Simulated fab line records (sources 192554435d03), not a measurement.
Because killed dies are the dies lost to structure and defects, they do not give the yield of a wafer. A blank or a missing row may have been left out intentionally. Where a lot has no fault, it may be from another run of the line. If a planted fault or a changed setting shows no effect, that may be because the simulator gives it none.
Matching of chambers    flow n5-finfet    4 sister chambers for N5_BEOL_M7_STRIP_67 on rie-diel-04
The step strips in CF4. 16 wafers are shown with their chamber, then 8 later ones without.

WAFERS WITH THEIR CHAMBER
wafer   chamber  showerhead-plenum-p-Torr (Torr)  throttle-valve-pct (%)  oes-product-au (a.u.)
L074.1  3        1.72                             14.1                    0.71
L074.3  0        1.76                             13.3                    0.92
L074.6  3        1.72                             14.1                    0.71
L077.2  0        1.76                             13.3                    0.91
L077.3  3        1.72                             14.1                    0.70
L077.5  2        1.91                             13.4                    0.87
L080.1  1        1.83                             13.1                    0.95
L080.4  3        1.72                             14.1                    0.70
L080.5  0        1.76                             13.3                    0.90
L086.1  3        1.72                             14.2                    0.69
L086.2  1        1.83                             13.1                    0.92
L086.4  0        1.76                             13.3                    0.88
L089.2  3        1.72                             14.2                    0.68
L089.5  1        1.82                             13.1                    0.91
L089.6  0        1.76                             13.3                    0.87
L091.1  2        1.91                             13.4                    0.85

SIGNATURES, as means of the wafers listed above
reading                   chamber 0  chamber 1  chamber 2  chamber 3  scatter within a chamber
showerhead-plenum-p-Torr  1.7600     1.8267     1.9100     1.7200     0.00236
throttle-valve-pct        13.300     13.100     13.400     14.133     0.0333
oes-product-au            0.8960     0.9267     0.8600     0.6983     0.017
Rule: a wafer's distance from a chamber is the root of the sum, over the readings, of the square of ((its reading less the chamber's mean) divided by the reading's scatter). If the next closest chamber is less than 2 further off than the closest, the wafer can't be placed; otherwise it belongs to the closest. How the scatter is found: for the shown wafers, subtract from each reading the mean of its chamber, square and add these, divide the total by (wafers less chambers), then take the root.

WAFERS MISSING THEIR CHAMBER
wafer   showerhead-plenum-p-Torr (Torr)  throttle-valve-pct (%)  oes-product-au (a.u.)
L091.2  1.71                             14.1                    0.69
L091.6  1.91                             13.4                    0.84
L090.1  1.71                             14.2                    0.69
L090.3  1.76                             13.4                    0.86
L090.4  1.82                             13.2                    0.92
L095.1  1.75                             13.4                    0.87
L095.2  1.90                             13.5                    0.84
L095.6  1.75                             13.4                    0.87

CHAMBER TAKEN BY EACH
wafer   from the rows above  in truth
L091.2  3                    3
L091.6  2                    2
L090.1  3                    3
L090.3  0                    0
L090.4  1                    1
L095.1  0                    0
L095.2  2                    2
L095.6  0                    0
8 of 8 placed correctly. Left unplaced by these rows: 0. 0 placed wrongly.
